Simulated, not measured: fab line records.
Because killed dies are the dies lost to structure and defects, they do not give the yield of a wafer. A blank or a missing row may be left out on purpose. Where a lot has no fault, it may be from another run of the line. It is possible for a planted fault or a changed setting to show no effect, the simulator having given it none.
Matching of chambers / flow nand_harc / NHARC_A_SGD_CUT_CMP_21 on cmp-01: 4 sister chambers
The step polishes, target thk 148.19 nm. 14 wafers are shown with their chamber, then 7 later ones without.

WAFERS PAIRED WITH THEIR CHAMBERS
wafer=L499.1; chamber=0; motor_current_A (A)=12.7; time_to_endpoint_s (s)=53
wafer=L499.2; chamber=1; motor_current_A (A)=10.2; time_to_endpoint_s (s)=49
wafer=L499.5; chamber=3; motor_current_A (A)=10.8; time_to_endpoint_s (s)=54
wafer=L503.2; chamber=2; motor_current_A (A)=12.6; time_to_endpoint_s (s)=51
wafer=L503.3; chamber=0; motor_current_A (A)=14.2; time_to_endpoint_s (s)=54
wafer=L503.5; chamber=0; motor_current_A (A)=13.4; time_to_endpoint_s (s)=51
wafer=L506.1; chamber=2; motor_current_A (A)=12.9; time_to_endpoint_s (s)=52
wafer=L506.2; chamber=0; motor_current_A (A)=13.7; time_to_endpoint_s (s)=51
wafer=L506.4; chamber=1; motor_current_A (A)=11.2; time_to_endpoint_s (s)=49
wafer=L508.1; chamber=3; motor_current_A (A)=11.2; time_to_endpoint_s (s)=51
wafer=L508.3; chamber=0; motor_current_A (A)=14.6; time_to_endpoint_s (s)=50
wafer=L508.5; chamber=2; motor_current_A (A)=12.4; time_to_endpoint_s (s)=50
wafer=L512.2; chamber=1; motor_current_A (A)=11.0; time_to_endpoint_s (s)=48
wafer=L512.4; chamber=0; motor_current_A (A)=13.7; time_to_endpoint_s (s)=56

SIGNATURES (averages over the wafers above)
reading=motor_current_A; chamber 0=13.717; chamber 1=10.800; chamber 2=12.633; chamber 3=11.000; scatter within a chamber=0.54
reading=time_to_endpoint_s; chamber 0=52.50; chamber 1=48.67; chamber 2=51.00; chamber 3=52.50; scatter within a chamber=1.81
Rule: for a wafer and a chamber, the distance is found by dividing, reading by reading, the gap between the wafer's reading and the chamber's mean by the reading's scatter, squaring, summing and taking the root. If the next closest chamber is less than 2 further off than the closest, the wafer can't be placed; otherwise it belongs to the closest. The scatter: take each reading less its chamber's mean, square it, sum over the shown wafers, divide by the number of wafers less the number of chambers, and take the root.

WAFERS WITH NO CHAMBER GIVEN
wafer=L512.5; motor_current_A (A)=13.5; time_to_endpoint_s (s)=51
wafer=L514.1; motor_current_A (A)=10.4; time_to_endpoint_s (s)=48
wafer=L514.2; motor_current_A (A)=13.6; time_to_endpoint_s (s)=49
wafer=L514.5; motor_current_A (A)=13.3; time_to_endpoint_s (s)=50
wafer=L519.1; motor_current_A (A)=11.0; time_to_endpoint_s (s)=47
wafer=L519.4; motor_current_A (A)=10.6; time_to_endpoint_s (s)=47
wafer=L519.6; motor_current_A (A)=12.8; time_to_endpoint_s (s)=51

CHAMBER TAKEN BY EACH
wafer=L512.5; from the rows above=can't be placed: 0 or 2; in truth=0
wafer=L514.1; from the rows above=can't be placed: 1 or 3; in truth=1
wafer=L514.2; from the rows above=can't be placed: 0 or 2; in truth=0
wafer=L514.5; from the rows above=can't be placed: 2 or 0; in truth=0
wafer=L519.1; from the rows above=1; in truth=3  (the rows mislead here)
wafer=L519.4; from the rows above=1; in truth=1
wafer=L519.6; from the rows above=can't be placed: 2 or 0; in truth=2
Correct placement for 1 of the 7. Not placeable from these rows: 5 (in 5, the candidates include the true chamber). 1 placed wrongly.
